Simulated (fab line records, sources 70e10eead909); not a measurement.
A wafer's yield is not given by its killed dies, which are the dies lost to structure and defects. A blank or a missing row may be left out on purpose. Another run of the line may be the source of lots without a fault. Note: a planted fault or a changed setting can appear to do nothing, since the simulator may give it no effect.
Comparing a struck lot with a sound one + flow nand-harc + 24 steps out of a route of 1159
Sound: wafers L398.1, L398.5, L398.6. Struck: wafer L409.2. (L409.3, L409.6 of the same lot were not struck and are left out.) The cause comes at the end.
Order at every step that has rows: each side's tool, ch and its chambers, its first start. Under that, the readings that differ: sound wafers + struck wafers + difference of the means + sigmas: that difference in standard deviations of wafers without a fault.
alike: a reading whose means differ by less than 2 such deviations, as well as words and numbers matching on both sides. not compared: withheld readings; readings where some wafer has no value; bounds like >300 that might hide an equal value; numbers whose values overlap and for which the record gives no deviation.
The two part at a step that has a row with sigmas, a row that says differs or no value, or rows on one side only. Non-overlapping numbers with no deviation appear without sigmas and do not part them. A reading that every wafer of one side lacks parts them only if that side has two wafers or more.

first, 1 step without rows for these wafers: NHARC_A_WL_FILL_SRD_14.
NHARC_A_WL_FILL_ALD_19: deposits TiN, target thk 2 nm, pulse time 3 s, ald cycles 100.
  sound on ald-metal-04 ch 2,3, day 16 18:19; struck on ald-metal-03 ch 2, day 19 16:50
  alike: heater-power-w, precursor-pulse-height-rel
  not compared: since-wet-clean-h
NHARC_A_WL_FILL_CVD_20: deposits W, target thk 75 nm, time 5064 s.
  sound on cvd-w-02 ch 0,1; struck on cvd-w-01 ch 1
  alike: heater-power-w, throttle-valve-pct
  not compared: since-wet-clean-h
NHARC_A_WL_FILL_CMP_12: polishes, t overpolish 30 s, target thk 75 nm.
  sound on cmp-02 ch 1,2, day 16 23:37; struck on cmp-04 ch 1, day 19 22:05
| reading                | sound          | struck | difference | sigmas |
|------------------------|----------------|--------|------------|--------|
| time-to-endpoint-s (s) | 18.2 16.3 15.9 | 11.1   | -5.7       | -3     |
  alike: motor-current-A, overpolish-run-s, slurry-filter-dp-kPa
then, 1 step without rows for these wafers: NHARC_A_WL_FILL_SRD_31.
NHARC_A_WL_FILL_INSPECT_15:
  sound: defect-inspect-02 at day 17 00:03; struck: defect-inspect-02 at day 19 22:31
  alike: raw-defect-count
NHARC_A_CONTACT_DEP_24: deposits SiO2, target thk 500 nm.
  sound on pecvd-01 ch 0,1, day 17 00:07; struck on pecvd-04 ch 0, day 19 22:35
  alike: heater-power-w, throttle-valve-pct
  not compared: since-wet-clean-h
NHARC_A_CONTACT_DEP_28: deposits aC, target thk 3600 nm.
  sound on acl-dep-01 ch 0, day 17 02:11; struck on acl-dep-01 ch 0, day 20 01:12
  alike: throttle-valve-pct
NHARC_A_CONTACT_DEP_29: deposits SiON, target thk 70 nm.
  sound on pecvd-01 ch 0,1,2, day 17 04:23; struck on pecvd-01 ch 0, day 20 03:03
| reading            | sound       | struck | difference | sigmas |
|--------------------|-------------|--------|------------|--------|
| heater-power-w (W) | 635 885 642 | 991    | +270       | +2     |
  not compared: since-wet-clean-h
then, 10 steps without rows for these wafers: NHARC_A_CONTACT_DEHYDRATE_32 (time 120 s); NHARC_A_CONTACT_HMDS_33 (time 30 s); NHARC_A_CONTACT_COAT_34 (time 75 s); NHARC_A_CONTACT_COAT_35 (time 65 s); NHARC_A_CONTACT_COAT_36 (resist thk 90 nm); NHARC_A_CONTACT_SOFTBAKE_37 (time 55 s); NHARC_A_CONTACT_EBR_38; NHARC_A_CONTACT_EXPOSE_39 (exposes mask A CC 3); NHARC_A_CONTACT_PEB_40 (peb time 65 s); NHARC_A_CONTACT_DEVELOP_41 (develop time 35 s).
NHARC_A_CONTACT_CD_MEAS_42 targets a cd of 200 nm.
  sound on cd-sem-03 ch 0, day 17 04:59; struck on cd-sem-02 ch 0, day 20 03:47
  alike: cd-nm
NHARC_A_CONTACT_OVL_MEAS_43:
  sound: overlay-02 at day 17 05:05; struck: overlay-01 at day 20 03:53
  alike: overlay-x-nm, overlay-y-nm
NHARC_A_CONTACT_INSPECT_44:
  sound: defect-inspect-02 at day 17 05:07; struck: defect-inspect-01 at day 20 03:55
| reading          | sound | struck | difference | sigmas |
|------------------|-------|--------|------------|--------|
| raw-defect-count | 7 9 7 | 1307   | +1299      | +87    |
then, 1 step without rows for these wafers: NHARC_A_CONTACT_DESCUM_47 (chemistry O2, time 3 s).
-- the record jumps here: 3 days lie between the struck wafers' starts before and after (it left off in module A_CONTACT and takes up again in module END, whose first step shown is number 1159 of the route) --
NHARC_END_SORT_01:
  sound on prober-02 ch 0, day 20 08:15; struck on prober-01 ch 0, day 23 09:02
| reading         | sound | struck | difference | sigmas |
|-----------------|-------|--------|------------|--------|
| killed-at-array | 15    | 80     | +65        | +5     |
| killed-dies     | 22    | 83     | +61        | +5     |
  alike: killed-at-other, killed-at-periphery, killed-open, killed-short

## WHERE THEY PART
First at NHARC_A_WL_FILL_CMP_12; last, within this record, at NHARC_END_SORT_01.

WHY: what the simulator had put in
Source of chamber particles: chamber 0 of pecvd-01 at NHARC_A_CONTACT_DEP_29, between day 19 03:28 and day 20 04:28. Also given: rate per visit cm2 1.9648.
